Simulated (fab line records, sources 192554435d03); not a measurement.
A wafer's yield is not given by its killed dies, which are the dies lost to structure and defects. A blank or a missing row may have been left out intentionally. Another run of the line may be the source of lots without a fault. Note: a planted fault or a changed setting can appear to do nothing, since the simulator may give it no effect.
Struck lot and sound lot, side by side | flow n5Finfet | 39 out of 1938 route steps
Sound: the wafers L697.3, L697.4, L697.5. Struck: wafer L692.2 (left out: L692.6, a lot-mate that was not struck); the cause follows at the end.
Order at every step that has rows: each side's tool, ch and its chambers, its first start. Under that, the readings that differ: sound wafers | struck wafers | difference of the means | sigmas: that difference in standard deviations of wafers without a fault.
alike: a reading whose means differ by less than 2 such deviations, as well as words and numbers matching on both sides. not compared: withheld readings; readings where some wafer has no value; bounds like >300 that might hide an equal value; numbers whose values overlap and for which the record gives no deviation.
The two part at a step that has a row with sigmas, a row that says differs or no value, or rows on one side only. Non-overlapping numbers with no deviation appear without sigmas and do not part them. A reading missing from all wafers of one side parts the sides only when that side holds two or more wafers.

first, 9 steps without rows for these wafers: N5_BEOL_M12_SOFTBAKE_23 (time 60 s); N5_BEOL_M12_EXPOSE_25 (exposes mask M12); N5_BEOL_M12_PEB_26 (peb time 90 s); N5_BEOL_M12_DEVELOP_27 (develop time 45 s); N5_BEOL_M12_HARDBAKE_32 (time 120 s); N5_BEOL_M12_DESCUM_33 (chemistry O2, time 7.9 s); N5_BEOL_M12_ETCH_67 (etches SiARC in CF4, target depth 143 nm, time 238.3 s); N5_BEOL_M12_ETCH_68 (etches SOC in N2/H2, time 285 s); N5_BEOL_M12_STRIP_69 (strips in N2/H2).
N5_BEOL_M12_TRENCH_ETCH_34: etches SiOC in C4F8/O2/Ar, target depth 318.95 nm, time 125.5 s.
  sound on rieDiel-05 ch 0,1,2, day 17 13:28; struck on rieDiel-04 ch 3, day 15 19:16
reading                 | sound           | struck | difference | sigmas
oesProductAu (a.u.)     | 0.76 0.78 0.99  | 0.59   | -0.25      | -4
model.etch.depthNm (nm) | 326.8 318 327.2 | 231.3  | -92.7      | 
  alike: O2_flow_sccm, drypumpMotorCurrentA, rfVppV, showerheadPlenumPTorr, throttleValvePct
  not compared: rfHoursCounterH
then, 1 step without rows for these wafers: N5_BEOL_M12_STRIP_70 (strips in C4F8/O2/Ar).
N5_BEOL_M12_OCD_MEAS_35:
  struck on ocd-01, day 15 19:25; sound on ocd-01, day 17 13:38
reading            | sound       | struck | difference | sigmas
trenchDepthNm (nm) | 327 318 327 | 232    | -92        | -17
then, 11 steps without rows for these wafers: N5_BEOL_M12_STRIP_37 (strips in N2/H2); N5_BEOL_M12_ETCH_38 (etches SiCN in CF4/N2, target depth 68.7 nm, time 73.4 s); N5_BEOL_M12_PRECLEAN_39 (cleans in residue remover, time 60 s); N5_BEOL_M12_SRD_40 (time 30 s, dry time 30 s); N5_BEOL_M12_DEGAS_41 (time 60 s); N5_BEOL_M12_PRE_CLEAN_42 (time 30 s); N5_BEOL_M12_SPUTTER_43 (material TaN, target thk 15 nm, time 24.19 s); N5_BEOL_M12_SPUTTER_44 (material Ta, target thk 10 nm, time 16.13 s); N5_BEOL_M12_SPUTTER_45 (material Cu, target thk 80 nm, time 13.33 s); N5_BEOL_M12_ECD_47 (material Cu, target thk 720 nm); N5_BEOL_M12_ANNEAL_48 (time 90 s).
N5_BEOL_M12_CMP_49: polishes, stops on SiOC, t overpolish 20.6 s, target thk 320 nm.
  sound on cmp-02 ch 0,2,3, day 17 16:38; struck on cmp-02 ch 0, day 15 21:37
reading                                | sound             | struck | difference | sigmas
retainingRingPressureFrac              | 1.003 1.003 1.002 | 0.992  | -0.011     | -2
model.Cu_of_BEOL_M12_ECD_47.thkNm (nm) | 327.4 321.2 329   | 232.6  | -93.3      | 
  alike: barrierFieldEndpointS, motorCurrentA, overpolishRunS, platenRpm, slurryFlowMlMin
N5_BEOL_M12_THK_MEAS_50: measures by xrf.
  struck on filmMetro-02, day 15 21:55; sound on filmMetro-01, day 17 16:51
reading      | sound       | struck | difference | sigmas
M12_THK (nm) | 340 334 343 | 243    | -96        | -15
then, 2 steps without rows for these wafers: N5_BEOL_M12_PRE_CLEAN_52 (time 15 s); N5_BEOL_M12_DEP_53 (deposits SiCN from 3MS/NH3, target thk 30 nm, time 10.5 s).
N5_BEOL_M12_RS_MEAS_54: the measuring method here is four-point-probe.
  struck on filmMetro-02, day 15 22:02; sound on filmMetro-02, day 17 16:58
reading         | sound                | struck | difference | sigmas
M12_RS (ohm/sq) | 0.0585 0.0599 0.0583 | 0.0840 | +0.0251    | +23
then, 9 steps without rows for these wafers: N5_BEOL_M13_ILD_DEP_00 (deposits SiOC from DEMS/O2, target thk 837.92 nm, time 166.4 s); N5_BEOL_M13_COAT_58 (time 60 s, resist thk 89 nm); N5_BEOL_M13_COAT_04 (resist thk 400 nm); N5_BEOL_M13_EBR_06; N5_BEOL_M13_SOFTBAKE_05 (time 60 s); N5_BEOL_M13_EXPOSE_07 (exposes mask V12); N5_BEOL_M13_PEB_08 (peb time 90 s); N5_BEOL_M13_DEVELOP_09 (develop time 45 s); N5_BEOL_M13_HARDBAKE_14 (time 120 s).
N5_BEOL_M15_RC_MEAS_101:
  sound on prober-02 ch 0, day 18 11:11; struck on prober-01 ch 0, day 16 22:17
reading                    | sound                 | struck  | difference | sigmas
COMB_M8 (S/m)              | 3e-11 2.2e-11 1.9e-11 | 3.8e-11 | +1.4e-11   | +3
SERP_M12 (ohm/um)          | 0.605 0.653 0.610     | 0.927   | +0.304     | +18
SERP_M12_max_site (ohm/um) | 0.621 0.669 0.628     | 0.947   | +0.308     | +17
  alike: COMB_M10, COMB_M11, COMB_M13, COMB_M14, COMB_M15, COMB_M5, COMB_M6, COMB_M7, COMB_M9, SERP_M10, SERP_M11, SERP_M13, SERP_M14, SERP_M5, SERP_M6, SERP_M7, SERP_M8, SERP_M9
N5_PASSIVATION_PROBE_49:
  struck on prober-01, day 17 13:59; sound on prober-01, day 19 07:55
reading              | sound | struck | difference | sigmas
sort_bin_8_speed (%) | 0 0 0 | 0.25   | +0.25      | +9
  alike: defectLimitedYield, killed_at_M0_to_M3, killed_at_M4_up, killedAtContacts, killedAtFrontEnd, killedAtOther, killedDies, killedOnRim, killedOpen, killedShort, sort_bin_5_function, sort_bin_6_memory, sortNPass

WHERE THEY PART
Last at N5_PASSIVATION_PROBE_49 as far as this record goes, first at N5_BEOL_M12_TRENCH_ETCH_34.

WHY: what had been put in by the simulator
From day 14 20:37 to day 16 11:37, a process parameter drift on rieDiel-04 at N5_BEOL_M12_TRENCH_ETCH_34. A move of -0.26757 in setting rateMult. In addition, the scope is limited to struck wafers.
